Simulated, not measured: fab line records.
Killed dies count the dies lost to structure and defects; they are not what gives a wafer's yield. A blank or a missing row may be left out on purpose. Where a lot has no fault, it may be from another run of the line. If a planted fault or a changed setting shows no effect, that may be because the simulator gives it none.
Split-lot trial	flow n5Finfet	on a route of 1938 steps: 7 lots, 21 wafers read

## SPLIT DETAILS
At N5_SDB_ALD_29 (deposits SiNx, target thk 30 nm, pulse time 1 s, ald cycles 600), the setting aldCycles was moved away from the recipe's 600 on 10 of the 21 wafers read, by -14.0% to +14.7%. All remaining wafers had this setting at the recipe value.

The reading comes from the split's own step.

## THE READING
SiNx_of_SDB_ALD_29.thkNm (the simulator's own value, which no gauge read), in nm, at N5_SDB_ALD_29 (deposits SiNx, target thk 30 nm, pulse time 1 s, ald cycles 600). No usual value for it is given in the file. Here, 11 wafers ran the recipe; their average is 30.1 nm with a standard deviation of 0.18 nm.

wafer	tool, chamber at the split	aldCycles as run	against the recipe	SiNx_of_SDB_ALD_29.thkNm, nm	against lot-mates on the recipe
L076.1	aldSin-04, 2	557	-7.2%	27.8	-2.1
L076.2	aldSin-04, 0	600	recipe	30	-
L076.6	aldSin-04, 0	600	recipe	29.8	-
L077.2	aldSin-02, 2,3	600	recipe	30	-
L077.4	aldSin-02, 2,3	600	recipe	30	-
L077.5	aldSin-02, 1	600	recipe	29.8	-
L081.4	aldSin-04, 1	600	recipe	30.2	-
L081.5	aldSin-04, 0	651	+8.5%	32.4	+2.2
L081.6	aldSin-04, 3	651	+8.5%	32.6	+2.4
L080.2	aldSin-03, 2	600	recipe	30.4	-
L080.5	aldSin-03, 1,2	600	recipe	30.2	-
L080.6	aldSin-03, 1,2	600	recipe	30.2	-
L084.1	aldSin-03, 0	561	-6.5%	28.2	no lot-mate on the recipe
L084.4	aldSin-03, 1,0	561	-6.5%	28	no lot-mate on the recipe
L084.5	aldSin-03, 1,0	561	-6.5%	28	no lot-mate on the recipe
L085.2	aldSin-02, 2	516	-14.0%	25.8	-4.2
L085.3	aldSin-02, 1	600	recipe	30	-
L085.5	aldSin-02, 3	516	-14.0%	26	-4.0
L095.1	aldSin-04, 1	688	+14.7%	34.8	+4.6
L095.2	aldSin-04, 3	688	+14.7%	34.4	+4.2
L095.5	aldSin-04, 1	600	recipe	30.2	-
When a row names more than one chamber, that row covers several wafers, and the file does not tell which wafer ran in which chamber.

THE FIT
A straight line over all 21 wafers: SiNx_of_SDB_ALD_29.thkNm changes by +0.302 nm for each +1% of aldCycles; r = +1.00; the points scatter about the line by 0.17 nm.
The same after taking each lot's own level away (the mean of its wafers on the recipe; 18 wafers): +0.293 nm for each +1%; r = +1.00; scatter 0.13 nm.
According to that fit, moving aldCycles by its largest amount changes the reading by 4.3 nm.
Measured against the standard deviation above, the lots' own levels, which go from 29.90 to 30.27 nm, span 2.1 times it.
Consequently the slope shifts little with the lot-to-lot level, the two slopes agreeing.
Check: with one of the wafers moved furthest among these (+14.7%) left out of the fit, the line predicts +4.18 nm for it against its lot-mates. Against them it came out at +4.6 nm.

## OTHER SPLITS APPLIED TO THESE WAFERS
These wafers also went through other splits before the reading. Each is held against what the fit with the lots' levels taken away leaves over:
other split on the same wafers	wafers away from the commonest value	r with SiNx_of_SDB_ALD_29.thkNm (lot level and that fit taken away)
N5_WELL_APT_COAT_02 spinRpm	6	+0.17
N5_FIN_SAQP_PECVD_06 timeS	7	+0.29
N5_FIN_SAQP_DEVELOP_15 developTimeS	9	-0.13
N5_FIN_CUT_ETCH_21 biasW	10	+0.08
N5_FIN_CUT_CUT_ETCH_26 timeS	6	+0.28
N5_DUMMY_GATE_COAT_28 spinRpm	6	+0.43
N5_SD_EPI_N_EPI_21 epiGrowthTimeS	12	+0.26
N5_SD_EPI_P_COAT_34 tempC	8	+0.27
N5_SDB_ETCH_25 timeS	7	+0.13

## FILE'S OWN FIT
SiNx_of_SDB_ALD_29.thkNm changes by +0.293 nm for each +1% of aldCycles, r = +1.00.
